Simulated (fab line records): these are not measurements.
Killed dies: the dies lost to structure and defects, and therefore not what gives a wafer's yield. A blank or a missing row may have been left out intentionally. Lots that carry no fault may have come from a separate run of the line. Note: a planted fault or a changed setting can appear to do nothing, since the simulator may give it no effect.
Chamber matching :: flow n5_finfet :: rie_diel-03 running N5_BEOL_M5_ETCH_75: 4 sister chambers
The step etches underlayer in N2/H2, target depth 6.5 nm, time 5.2 s. 8 wafers are shown with their chamber, then 8 later ones without.

== WAFERS WITH THEIR CHAMBER ==
wafer: L078.2
chamber: 2
showerhead_plenum_p_Torr (Torr): 2.60
drypump_motor_current_A (A): 6.2

wafer: L078.4
chamber: 3
showerhead_plenum_p_Torr (Torr): 2.48
drypump_motor_current_A (A): 6.3

wafer: L078.6
chamber: 1
showerhead_plenum_p_Torr (Torr): 2.53
drypump_motor_current_A (A): 6.1

wafer: L079.3
chamber: 3
showerhead_plenum_p_Torr (Torr): 2.48
drypump_motor_current_A (A): 6.3

wafer: L085.2
chamber: 2
showerhead_plenum_p_Torr (Torr): 2.60
drypump_motor_current_A (A): 6.2

wafer: L085.5
chamber: 0
showerhead_plenum_p_Torr (Torr): 2.43
drypump_motor_current_A (A): 4.9

wafer: L085.6
chamber: 1
showerhead_plenum_p_Torr (Torr): 2.52
drypump_motor_current_A (A): 6.0

wafer: L091.2
chamber: 0
showerhead_plenum_p_Torr (Torr): 2.43
drypump_motor_current_A (A): 4.9

== WAFERS WHOSE CHAMBER IS MISSING ==
wafer: L091.5
showerhead_plenum_p_Torr (Torr): 2.43
drypump_motor_current_A (A): 4.9

wafer: L091.6
showerhead_plenum_p_Torr (Torr): 2.47
drypump_motor_current_A (A): 6.3

wafer: L095.2
showerhead_plenum_p_Torr (Torr): 2.59
drypump_motor_current_A (A): 6.2

wafer: L095.5
showerhead_plenum_p_Torr (Torr): 2.42
drypump_motor_current_A (A): 4.9

wafer: L095.6
showerhead_plenum_p_Torr (Torr): 2.52
drypump_motor_current_A (A): 6.0

wafer: L094.3
showerhead_plenum_p_Torr (Torr): 2.52
drypump_motor_current_A (A): 6.1

wafer: L094.5
showerhead_plenum_p_Torr (Torr): 2.59
drypump_motor_current_A (A): 6.2

wafer: L094.6
showerhead_plenum_p_Torr (Torr): 2.51
drypump_motor_current_A (A): 6.1

== WHICH CHAMBER EACH ONE RAN IN ==
wafer: L091.5
from the rows above: 0
in truth: 0

wafer: L091.6
from the rows above: 3
in truth: 3

wafer: L095.2
from the rows above: 2
in truth: 2

wafer: L095.5
from the rows above: 0
in truth: 0

wafer: L095.6
from the rows above: 1
in truth: 1

wafer: L094.3
from the rows above: 1
in truth: 1

wafer: L094.5
from the rows above: 2
in truth: 2

wafer: L094.6
from the rows above: 1
in truth: 1
Placed correctly: 8 of 8. Can't be placed from these rows: 0. Number placed wrongly: 0.
How it was worked out, from the rows above alone: a wafer's distance from a chamber is the root of the sum, over the readings, of the square of ((its reading less the chamber's mean) divided by the reading's scatter). The wafer belongs to the nearest chamber; if the next one is less than 2 further off, it can't be placed. The mean given for a chamber averages the wafers shown for that chamber. The scatter: take each reading less its chamber's mean, square it, sum over the shown wafers, divide by the number of wafers less the number of chambers, and take the root.
